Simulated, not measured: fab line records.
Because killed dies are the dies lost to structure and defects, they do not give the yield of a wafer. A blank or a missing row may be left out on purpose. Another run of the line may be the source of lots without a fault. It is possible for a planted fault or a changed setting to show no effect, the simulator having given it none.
fab line records | flow n5-finfet | part 1 of 2: steps 1 to 4 of 6
record: lots: 22 wafers: 66 last-day: 17
route steps=1938 shown BEOL_M14@1749 BEOL_M15@1787
lots that met no fault: taken from a fault-free run of the same line
start-h: hours from the record's opening day to when the first of the lot's shown wafers began | wait-h: hours from the lot's prior step to this one | " the same as in the row above | L1.1+2: a row that stands for several wafers | - no value, or no start given | * or withheld: withheld | < > ~ a bound
route shown NAME@n: NAME is a module with steps in the file, n the number in the route of the first one | usual: mean/standard deviation taken from wafers without a fault | same: alike in all rows | chamber/n: place in a boat | sites: readings site by site | _std_site: the standard deviation of these | _edge_site: the outer-site mean with the inner-site mean subtracted | radius-mm: how far each site lies from the wafer's centre | mask NAME#n: copy n | behind: tool/chamber where the wafer was last shaped | hold: reason for holding the lot/hours on hold/outcome of the hold | device: whichever transistor did not switch (one of n, p or np) | end of line: tests run on the same wafers once the route is complete | a step given without rows: its recipe and nothing more | killed: dies lost to structure and defects at the first sort, not the wafer's yield | map: the dies of a wafer, with x for killed, . for not killed, _ for no die there
set.NAME: the setting the step ran with; set.NAME@STEP: the setting that earlier step ran with | model.NAME: the simulator's own value behind a step, which no gauge read
one table for each step of the route and one row for each wafer, over a sample of lots
services: the hour from which a tool's chamber was out of use, counted from the record's first day as start-h (under 0 if before that day), plus the number of hours and why
== steps ==
step: N5_BEOL_M14_DESCUM_33
recipe: chemistry: O2 time-s: 7.9 source-power-w: 50 bias-power-w: 20 pressure-mtorr: 20 rf-frequency-hz: 2.712e+07 temp-c: 40 o2-flow-sccm: 225
usual: drypump-motor-current-A: 5.5/0.42 oes-product-au: 0.79/0.079 rf-vpp-V: 243.0/1.3 showerhead-plenum-p-Torr: 2.09/0.067 throttle-valve-pct: 20.59/0.27
same: time-s: 7.9
columns lot.wafer tool chamber start-h wait-h drypump-motor-current-A oes-product-au rf-hours-counter-h rf-vpp-V showerhead-plenum-p-Torr throttle-valve-pct
L074.1 rie-diel-01 0 237.49 0.1 5.9 0.91 31 244.3 2.13 20.25
L074.5 " 0 " " 5.9 0.91 - 243.4 2.13 20.26
L074.6 " 1 " " 6.0 0.75 - 242.3 2.01 20.70
L075.1 rie-diel-04 2 251.40 0.1 5.6 0.87 47 242.5 2.13 20.74
L075.2 " 3 " " 5.4 0.79 116 242.7 2.11 20.63
L075.4 " 2 " " 5.6 0.88 - 243.9 2.13 20.75
L077.1 rie-diel-02 1 258.28 0.0 5.3 0.86 41 240.5 2.04 20.20
L077.2 " 0 " " 5.6 0.73 202 243.2 2.08 20.84
L077.6 " 3 " " 4.9 0.71 - 242.6 2.09 20.53
L078.1 rie-diel-01 3 259.30 0.1 6.2 0.78 127 245.6 2.20 20.92
L078.4 " 2 " " 5.6 0.87 57 245.3 2.22 20.09
L078.6 " 1 " " 6.1 0.74 - 241.2 2.01 20.72
L076.4 rie-diel-04 0 259.67 0.0 5.5 0.86 65 244.8 2.12 20.56
L076.5 " 1 " " 4.8 0.97 - 242.7 2.05 20.25
L076.6 " 0 " " 5.5 0.86 - 242.6 2.12 20.57
L079.4 rie-diel-01 0 267.07 0.5 5.9 0.91 43 244.5 2.13 20.26
L079.5 " 1 " " 6.1 0.75 - 243.0 2.01 20.73
L079.6 " 2 " " 5.6 0.87 - 244.4 2.22 20.08
L080.1 rie-diel-04 0 275.70 0.2 5.5 0.85 71 243.1 2.12 20.57
L080.3 " 1 " " 4.8 0.95 7 243.9 2.05 20.26
L080.4 " 3 " " 5.4 0.77 124 244.6 2.11 20.64
L082.2 rie-diel-04 1 290.97 0.0 4.8 0.94 12 241.4 2.05 20.27
L082.3 " 3 " " 5.4 0.76 129 243.7 2.11 20.67
L082.6 " 3 " " 5.4 0.77 - 243.2 2.11 20.66
L081.2 rie-diel-04 1 292.05 0.6 4.7 0.95 12 244.5 2.05 20.28
L081.4 " 0 " " 5.5 0.85 76 244.8 2.11 20.58
L081.6 " 0 " " 5.5 0.86 - 243.5 2.11 20.57
L083.1 rie-diel-02 0 292.46 0.3 5.6 0.72 212 242.0 2.08 20.86
L083.2 " 1 " " 5.3 0.85 52 242.0 2.03 20.22
L083.6 " 1 " " 5.3 0.86 - 242.4 2.03 20.19
L084.1 rie-diel-01 0 295.13 0.2 5.9 0.88 56 242.7 2.13 20.27
L084.2 " 3 " " 6.2 0.77 140 244.3 2.19 20.93
L084.4 " 0 " " 5.9 0.88 - 242.9 2.13 20.26
L088.1 rie-diel-02 1 317.80 0.0 5.4 0.85 62 243.3 2.03 20.22
L088.2 " 3 " " 4.9 0.70 207 242.0 2.08 20.57
L088.3 " 2 " " 5.0 0.67 226 243.0 1.98 20.87
L086.1 rie-diel-02 3 324.18 0.3 4.9 0.70 211 241.9 2.08 20.57
L086.3 " 0 " " 5.6 0.71 225 241.8 2.08 20.86
L086.4 " 2 " " 5.0 0.68 228 240.6 1.98 20.86
L090.1 rie-diel-04 3 339.25 0.0 5.4 0.76 145 243.4 2.10 20.69
L090.2 " 1 " " 4.8 0.90 28 242.9 2.04 20.29
L090.5 " 0 " " 5.5 0.83 - 244.4 2.11 20.61
L089.1 rie-diel-04 3 341.68 0.0 5.4 0.75 146 244.4 2.10 20.70
L089.4 " 2 " " 5.7 0.83 77 244.4 2.12 20.77
L089.6 " 0 " " 5.5 0.83 - 243.2 2.11 20.60
L091.3 rie-diel-01 1 343.78 0.2 6.1 0.71 182 241.7 1.99 20.78
L091.4 " 2 " " 5.6 0.83 87 244.8 2.21 20.12
L091.6 " 2 " " 5.6 0.84 - 244.5 2.21 20.12
L093.1 rie-diel-02 3 355.23 0.1 4.9 0.69 222 242.3 2.08 20.58
L093.4 " 2 " " 5.0 0.67 238 240.7 1.98 20.88
L093.6 " 1 " " 5.4 0.82 - 241.8 2.02 20.25
L092.1 rie-diel-02 0 355.87 0.1 5.6 0.70 236 240.1 2.07 20.88
L092.3 " 1 " " 5.4 0.82 75 241.3 2.02 20.25
L092.6 " 0 " " 5.6 0.70 - 243.0 2.07 20.90
L094.1 rie-diel-02 0 363.02 0.3 5.6 0.70 239 241.9 2.07 20.89
L094.2 " 1 " " 5.4 0.81 77 241.9 2.02 20.26
L094.3 " 2 " " 5.1 0.67 242 241.2 1.97 20.87
L095.2 rie-diel-02 1 368.93 0.2 5.4 0.81 79 241.3 2.02 20.26
L095.3 " 3 " " 4.9 0.70 228 242.6 2.08 20.60
L095.6 " 0 " " 5.6 0.70 - 242.0 2.07 20.89
L097.3 rie-diel-04 2 382.11 0.0 5.6 0.82 87 243.9 2.12 20.81
L097.4 " 3 " " 5.4 0.74 158 242.7 2.10 20.69
L097.6 " 2 " " 5.7 0.82 - 242.1 2.12 20.81
L096.1 rie-diel-01 3 390.03 0.0 6.2 0.74 174 244.8 2.18 20.98
L096.3 " 2 " " 5.6 0.81 101 245.5 2.20 20.15
L096.5 " 2 " " 5.6 0.82 - 245.3 2.20 20.14
step: N5_BEOL_M14_THK_MEAS_50
recipe: thk-meas-gauge: xrf reads: Cu_of_BEOL_M14_ECD_47
usual: M14_THK: 549/9.8
columns lot.wafer tool chamber start-h wait-h M14_THK[nm]
L074.1 film-metro-01 - 241.64 - 553
L074.5 " - " " 551
L074.6 " - " " 546
L075.1 film-metro-01 - 255.65 - 552
L075.2 " - " " 560
L075.4 " - " " 556
L077.1 film-metro-01 - 260.98 - 541
L077.2 " - " " 533
L077.6 " - " " 538
L078.1 film-metro-02 - 261.72 - 561
L078.4 " - " " 545
L078.6 " - " " 549
L076.4 film-metro-02 - 262.19 - 554
L076.5 " - " " 545
L076.6 " - " " 555
L079.4 film-metro-01 - 269.91 - 551
L079.5 " - " " 543
L079.6 " - " " 541
L080.1 film-metro-02 - 280.31 - 556
L080.3 " - " " 556
L080.4 " - " " 554
L082.2 film-metro-01 - 294.12 - 558
L082.3 " - " " 555
L082.6 " - " " 552
L081.2 film-metro-02 - 295.60 - 552
L081.4 " - " " 562
L081.6 " - " " 567
L083.1 film-metro-02 - 295.87 - 535
L083.2 " - " " 545
L083.6 " - " " 541
L084.1 film-metro-02 - 297.78 - 556
L084.2 " - " " 564
L084.4 " - " " 556
L088.1 film-metro-02 - 324.88 - 545
L088.2 " - " " 546
L088.3 " - " " 541
L086.1 film-metro-01 - 328.11 - 541
L086.3 " - " " 528
L086.4 " - " " 535
L090.1 film-metro-02 - 342.22 - 563
L090.2 " - " " 567
L090.5 " - " " 571
L089.1 film-metro-01 - 344.12 - 555
L089.4 " - " " 542
L089.6 " - " " 559
L091.3 film-metro-02 - 347.01 - 564
L091.4 " - " " 557
L091.6 " - " " 560
L093.1 film-metro-01 - 359.71 - 544
L093.4 " - " " 544
L093.6 " - " " 547
L092.1 film-metro-01 - 360.07 - 538
L092.3 " - " " 539
L092.6 " - " " 530
L094.1 film-metro-02 - 368.08 - 549
L094.2 " - " " 547
L094.3 " - " " 534
L095.2 film-metro-02 - 381.25 - 556
L095.3 " - " " 552
L095.6 " - " " 542
L097.3 film-metro-02 - 388.51 - 551
L097.4 " - " " 558
L097.6 " - " " 548
L096.1 film-metro-02 - 393.77 - 559
L096.3 " - " " 555
L096.5 " - " " 562
step: N5_BEOL_M15_ETCH_59
recipe: chemistry: N2/H2 target: BARC target-depth-a: 890 overetch-a: 267 time-s: 67.9 ion-energy-ev: 200 pressure-mtorr: 30 source-w: 840 bias-w: 150 n2-flow-sccm: 200 h2-flow-sccm: 200
usual: drypump-motor-current-A: 5.5/0.51 oes-product-au: 0.68/0.071 rf-vpp-V: 523.7/2.2 showerhead-plenum-p-Torr: 2.54/0.079 throttle-valve-pct: 17.86/0.28
same: time-s: 67.9
columns lot.wafer tool chamber start-h wait-h drypump-motor-current-A oes-product-au rf-hours-counter-h rf-vpp-V showerhead-plenum-p-Torr throttle-valve-pct
L074.1 rie-diel-05 2 242.71 0.0 6.0 0.83 2 523.4 2.50 17.90
L074.5 " 0 " " 5.3 0.64 - 522.5 2.53 17.60
L074.6 " 1 " " 5.6 0.78 - 528.4 2.71 17.87
L075.1 rie-diel-06 0 256.64 0.0 5.5 0.64 174 519.8 2.42 18.06
L075.2 " 1 " " 5.4 0.72 84 524.4 2.58 18.00
L075.4 " 3 " " 6.8 0.72 63 524.9 2.58 17.62
L077.1 rie-diel-06 2 261.98 0.0 5.7 0.62 166 521.0 2.44 18.36
L077.2 " 3 " " 6.8 0.72 65 524.5 2.58 17.61
L077.6 " 2 " " 5.7 0.62 - 521.5 2.44 18.34
L078.1 rie-diel-05 1 262.96 0.0 5.6 0.76 19 527.6 2.70 17.89
L078.4 " 2 " " 6.0 0.81 10 522.1 2.49 17.92
L078.6 " 2 " " 6.0 0.81 - 523.2 2.49 17.91
L076.4 rie-diel-03 2 263.32 0.0 4.8 0.77 23 523.0 2.48 17.31
L076.5 " 3 " " 5.1 0.70 - 522.6 2.55 17.72
L076.6 " 2 " " 4.8 0.78 - 523.3 2.48 17.31
L079.4 rie-diel-06 1 270.77 0.0 5.4 0.71 90 522.7 2.58 18.02
L079.5 " 2 " " 5.7 0.61 - 520.7 2.44 18.37
L079.6 " 1 " " 5.4 0.70 - 526.4 2.58 18.00
L080.1 rie-diel-06 0 281.31 0.0 5.5 0.63 182 520.6 2.42 18.07
L080.3 " 3 " " 6.8 0.71 71 525.1 2.57 17.61
L080.4 " 2 " " 5.7 0.61 172 521.1 2.44 18.39
L082.2 rie-diel-03 0 295.12 0.0 5.3 0.58 229 525.1 2.62 18.00
L082.3 " 2 " " 4.8 0.75 32 522.3 2.48 17.31
L082.6 " 2 " " 4.8 0.75 - 522.6 2.48 17.32
L081.2 rie-diel-03 1 296.49 0.0 5.2 0.60 237 526.1 2.61 17.97
L081.4 " 3 " " 5.1 0.69 122 524.3 2.55 17.75
L081.6 " 0 " " 5.3 0.58 - 525.5 2.62 18.01
L083.1 rie-diel-06 2 296.77 0.0 5.7 0.61 177 520.3 2.44 18.37
L083.2 " 0 " " 5.5 0.63 187 519.8 2.42 18.09
L083.6 " 0 " " 5.5 0.62 - 520.3 2.42 18.07
L084.1 rie-diel-06 2 298.65 0.0 5.7 0.62 177 523.5 2.44 18.38
L084.2 " 1 " " 5.3 0.70 97 524.8 2.57 18.05
L084.4 " 3 " " 6.8 0.70 78 523.7 2.57 17.62
L088.1 rie-diel-03 1 325.75 0.0 5.2 0.60 245 524.9 2.61 17.99
L088.2 " 2 " " 4.8 0.73 40 522.7 2.47 17.32
L088.3 " 0 " " 5.3 0.58 237 525.9 2.62 18.02
L086.1 rie-diel-05 1 329.07 0.0 5.6 0.73 40 527.3 2.69 17.92
L086.3 " 2 " " 6.0 0.76 27 524.1 2.49 17.96
L086.4 " 0 " " 5.3 0.63 206 521.5 2.52 17.64
L090.1 rie-diel-05 0 343.09 0.0 5.3 0.62 210 522.8 2.52 17.64
L090.2 " 2 " " 6.0 0.77 32 522.5 2.48 17.95
L090.5 " 0 " " 5.3 0.62 - 522.1 2.52 17.66
L089.1 rie-diel-05 0 345.20 0.0 5.3 0.61 211 524.6 2.52 17.64
L089.4 " 2 " " 6.0 0.78 33 522.8 2.48 17.96
L089.6 " 2 " " 6.0 0.75 - 522.8 2.48 17.96
L091.3 rie-diel-05 1 347.88 0.0 5.6 0.72 47 527.4 2.69 17.93
L091.4 " 2 " " 6.0 0.76 34 522.2 2.48 17.96
L091.6 " 0 " " 5.3 0.62 - 523.3 2.52 17.65
L093.1 rie-diel-03 3 360.58 0.0 5.1 0.67 143 525.5 2.54 17.78
L093.4 " 2 " " 4.8 0.72 54 520.6 2.47 17.36
L093.6 " 1 " " 5.2 0.85 - 525.7 2.61 17.57
L092.1 rie-diel-06 3 361.12 0.0 6.8 0.69 96 524.1 2.56 17.66
L092.3 " 0 " " 5.5 0.62 206 520.0 2.41 18.11
L092.6 " 0 " " 5.5 0.61 - 521.2 2.41 18.13
L094.1 rie-diel-03 2 368.95 0.0 4.8 0.72 56 521.2 2.47 17.38
L094.2 " 3 " " 5.1 0.68 146 522.7 2.54 17.78
L094.3 " 0 " " 5.3 0.57 250 526.5 2.61 18.06
L095.2 rie-diel-03 1 382.42 0.0 5.2 0.82 7 525.1 2.60 17.57
L095.3 " 2 " " 4.8 0.72 61 521.9 2.46 17.37
L095.6 " 2 " " 4.8 0.72 - 522.4 2.46 17.38
L097.3 rie-diel-06 3 389.50 0.0 6.8 0.68 104 524.4 2.56 17.69
L097.4 " 3 " " 6.7 0.68 - 524.1 2.56 17.68
L097.6 " 0 " " 5.5 0.61 - 520.6 2.40 18.14
L096.1 rie-diel-03 3 395.41 0.0 5.1 0.66 156 524.0 2.54 17.82
L096.3 " 2 " " 4.8 0.72 66 522.4 2.46 17.39
L096.5 " 3 " " 5.1 0.66 - 524.7 2.54 17.80
step: N5_BEOL_M15_VIA_ETCH_16
recipe: chemistry: C4F8/O2/Ar target: SiO2 he-inner-torr: 15 he-outer-torr: 30 target-depth-a: 17922 time-s: withheld ion-energy-ev: 800 pressure-mtorr: 20 source-w: 1905 bias-w: 2040 Ar_flow_sccm: 400 C4F8_flow_sccm: 16 O2_flow_sccm: 12 ends: cleared
usual: drypump-motor-current-A: 5.5/0.51 oes-product-au: 0.72/0.078 rf-vpp-V: 2220/22 showerhead-plenum-p-Torr: 3.44/0.097 throttle-valve-pct: 30.92/0.24
columns lot.wafer tool chamber start-h wait-h drypump-motor-current-A oes-product-au rf-vpp-V showerhead-plenum-p-Torr throttle-valve-pct
L074.1 rie-diel-05 2 242.76 0.0 6.0 0.88 2216 3.38 31.01
L074.5 " 0 " " 5.3 0.67 2195 3.44 30.70
L074.6 " 1 " " 5.6 0.83 2260 3.65 31.02
L075.1 rie-diel-06 0 256.69 0.0 5.5 0.67 2189 3.30 31.21
L075.2 " 1 " " 5.4 0.76 2246 3.48 31.07
L075.4 " 3 " " 6.7 0.77 2241 3.50 30.78
L077.1 rie-diel-06 2 262.03 0.0 5.7 0.65 2226 3.30 31.32
L077.2 " 3 " " 6.8 0.76 2241 3.50 30.77
L077.6 " 2 " " 5.7 0.65 2225 3.30 31.33
L078.1 rie-diel-05 1 263.02 0.0 5.6 0.82 2257 3.64 31.02
L078.4 " 2 " " 6.0 0.86 2217 3.38 31.05
L078.6 " 2 " " 6.0 0.86 2217 3.38 31.04
L076.4 rie-diel-03 2 263.37 0.0 4.8 0.80 2217 3.39 30.43
L076.5 " 3 " " 5.1 0.73 2193 3.46 30.78
L076.6 " 2 " " 4.8 0.81 2217 3.38 30.42
L079.4 rie-diel-06 1 270.83 0.0 5.3 0.75 2246 3.48 31.07
L079.5 " 2 " " 5.7 0.65 2225 3.30 31.32
L079.6 " 1 " " 5.4 0.75 2247 3.48 31.07
L080.1 rie-diel-06 0 281.36 0.0 5.5 0.67 2188 3.30 31.20
L080.3 " 3 " " 6.8 0.76 2242 3.50 30.78
L080.4 " 2 " " 5.7 0.65 2223 3.30 31.34
L082.2 rie-diel-03 0 295.17 0.0 5.3 0.61 2256 3.52 30.82
L082.3 " 2 " " 4.8 0.80 2218 3.38 30.47
L082.6 " 2 " " 4.8 0.79 2216 3.38 30.45
L081.2 rie-diel-03 1 296.54 0.0 5.2 0.62 2210 3.54 30.89
L081.4 " 3 " " 5.1 0.74 2191 3.46 30.82
L081.6 " 0 " " 5.3 0.62 2256 3.52 30.83
L083.1 rie-diel-06 2 296.82 0.0 5.7 0.63 2226 3.29 31.33
L083.2 " 0 " " 5.5 0.65 2189 3.30 31.23
L083.6 " 0 " " 5.5 0.66 2189 3.30 31.22
L084.1 rie-diel-06 2 298.70 0.0 5.7 0.64 2226 3.29 31.32
L084.2 " 1 " " 5.4 0.74 2244 3.47 31.09
L084.4 " 3 " " 6.7 0.76 2239 3.49 30.80
L088.1 rie-diel-03 1 325.80 0.0 5.2 0.61 2210 3.53 30.90
L088.2 " 2 " " 4.8 0.78 2216 3.38 30.46
L088.3 " 0 " " 5.4 0.61 2257 3.52 30.81
L086.1 rie-diel-05 1 329.12 0.0 5.6 0.78 2258 3.63 31.03
L086.3 " 2 " " 6.0 0.82 2216 3.37 31.06
L086.4 " 0 " " 5.3 0.65 2193 3.43 30.72
L090.1 rie-diel-05 0 343.14 0.0 5.3 0.65 2194 3.42 30.73
L090.2 " 2 " " 6.0 0.81 2214 3.37 31.06
L090.5 " 0 " " 5.3 0.65 2192 3.42 30.72
L089.1 rie-diel-05 0 345.25 0.0 5.3 0.65 2194 3.42 30.73
L089.4 " 2 " " 6.0 0.81 2214 3.37 31.07
L089.6 " 2 " " 6.0 0.81 2215 3.37 31.07
L091.3 rie-diel-05 1 347.93 0.0 5.6 0.78 2257 3.63 31.05
L091.4 " 2 " " 6.0 0.82 2216 3.37 31.08
L091.6 " 0 " " 5.3 0.66 2193 3.42 30.74
L093.1 rie-diel-03 3 360.63 0.0 5.1 0.71 2191 3.45 30.83
L093.4 " 2 " " 4.8 0.77 2215 3.37 30.49
L093.6 " 1 " " 5.2 0.91 2208 3.53 30.73
L092.1 rie-diel-06 3 361.17 0.0 6.8 0.73 2240 3.48 30.80
L092.3 " 0 " " 5.5 0.65 2188 3.29 31.22
L092.6 " 0 " " 5.5 0.65 2187 3.29 31.23
L094.1 rie-diel-03 2 369.01 0.0 4.8 0.76 2216 3.37 30.49
L094.2 " 3 " " 5.1 0.70 2191 3.44 30.82
L094.3 " 0 " " 5.4 0.61 2255 3.51 30.84
L095.2 rie-diel-03 1 382.48 0.0 5.2 0.87 2208 3.52 30.74
L095.3 " 2 " " 4.8 0.75 2214 3.36 30.50
L095.6 " 2 " " 4.8 0.76 2216 3.37 30.50
L097.3 rie-diel-06 3 389.55 0.0 6.8 0.72 2239 3.48 30.81
L097.4 " 3 " " 6.8 0.72 2238 3.48 30.82
L097.6 " 0 " " 5.5 0.64 2188 3.28 31.24
L096.1 rie-diel-03 3 395.46 0.0 5.1 0.70 2188 3.44 30.83
L096.3 " 2 " " 4.8 0.75 2214 3.36 30.48
L096.5 " 3 " " 5.1 0.70 2188 3.44 30.82
